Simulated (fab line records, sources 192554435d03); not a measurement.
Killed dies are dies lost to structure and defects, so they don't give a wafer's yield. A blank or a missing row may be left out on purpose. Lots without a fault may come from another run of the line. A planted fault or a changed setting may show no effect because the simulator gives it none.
Split-lot experiment | flow n5_finfet | 7 lots, 21 wafers read, on a route of 1938 steps

THE SPLIT
At N5_PASSIVATION_PASS_ETCH_47 (etches SiNx in CF4/O2, target depth 770 nm, time 385 s), the setting time_s was moved away from the recipe's 385 s on 6 of the 21 wafers read, by -14.7% to +10.6%. The other wafers ran this setting at the recipe's value.

The reading is taken at the split's own step.

THE READING
etch.depth_nm (the simulator's own value, which no gauge read), in nm, at N5_PASSIVATION_PASS_ETCH_47 (etches SiNx in CF4/O2, target depth 770 nm, time 385 s). The file gives no usual value for it. The 15 wafers here that ran the recipe average 760.8 nm, standard deviation 17 nm.

wafer  | tool, chamber at the split | time_s as run, s | against the recipe | etch.depth_nm, nm | against lot-mates on the recipe
L076.1 | rie_diel-03, 0             | 385              | recipe             | 743               | -
L076.3 | rie_diel-03, 2             | 385              | recipe             | 772.4             | -
L076.5 | rie_diel-03, 0             | 385              | recipe             | 742.6             | -
L081.2 | rie_diel-01, 0             | 385              | recipe             | 734.8             | -
L081.3 | rie_diel-01, 2             | 422.6            | +9.8%              | 830               | +73.6
L081.5 | rie_diel-01, 1             | 385              | recipe             | 778               | -
L080.1 | rie_diel-03, 3             | 385              | recipe             | 740.5             | -
L080.2 | rie_diel-03, 2             | 385              | recipe             | 771.6             | -
L080.3 | rie_diel-03, 1             | 385              | recipe             | 745.6             | -
L089.1 | rie_diel-03, 0             | 385              | recipe             | 779.7             | -
L089.2 | rie_diel-03, 1             | 385              | recipe             | 762.8             | -
L089.4 | rie_diel-03, 2             | 331.9            | -13.8%             | 659.1             | -112.1
L088.3 | rie_diel-05, 3             | 385              | recipe             | 791.2             | -
L088.4 | rie_diel-05, 1             | 358.4            | -6.9%              | 719.7             | -71.5
L088.5 | rie_diel-05, 3             | 358.4            | -6.9%              | 743.8             | -47.4
L097.1 | rie_diel-03, 0             | 385              | recipe             | 765.3             | -
L097.2 | rie_diel-03, 3             | 385              | recipe             | 752.4             | -
L097.4 | rie_diel-03, 2             | 425.7            | +10.6%             | 843.1             | +84.3
L095.2 | rie_diel-01, 3             | 385              | recipe             | 750.8             | -
L095.4 | rie_diel-01, 1             | 385              | recipe             | 781               | -
L095.5 | rie_diel-01, 3             | 328.3            | -14.7%             | 644.9             | -121.0

THE FIT
A straight line over all 21 wafers: etch.depth_nm changes by +7.17 nm for each +1% of time_s; r = +0.93; the points scatter about the line by 17 nm.
The same after taking each lot's own level away (the mean of its wafers on the recipe; 21 wafers): +8.09 nm for each +1%; r = +0.97; scatter 13 nm.
On that fit, the largest move of time_s shifts the reading by 1.2e+02 nm.
The lots' own levels span 752.57 to 791.20 nm, that is 2.3 times the standard deviation above.
So the lot-to-lot level changes the slope: the two fits differ.
Check: with one of the wafers moved furthest among these (-14.7%) left out of the fit, the line predicts -119 nm for it against its lot-mates. It came out at -121 nm against them.

THE WHOLE CHAIN: every reading that the file lists as answering this split, in the file's order
step                        | what it does                                           | reading                                                        | change (the file's fit)                                                        | r (the file's)
N5_PASSIVATION_PASS_ETCH_47 | etches SiNx in CF4/O2, target depth 770 nm, time 385 s | etch.depth_nm (the simulator's own value, which no gauge read) | +8.08 nm for each +1% of the setting                                           | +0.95
N5_PASSIVATION_PROBE_49     |                                                        | killed_at_other                                                | not straight: 753 at the lowest setting, 2.3 at the recipe, 6 at the highest   | not given
N5_PASSIVATION_PROBE_49     |                                                        | killed_dies                                                    | not straight: 856 at the lowest setting, 129 at the recipe, 121 at the highest | not given

THE FILE'S OWN FIT
etch.depth_nm changes by +8.08 nm for each +1% of time_s, r = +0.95.
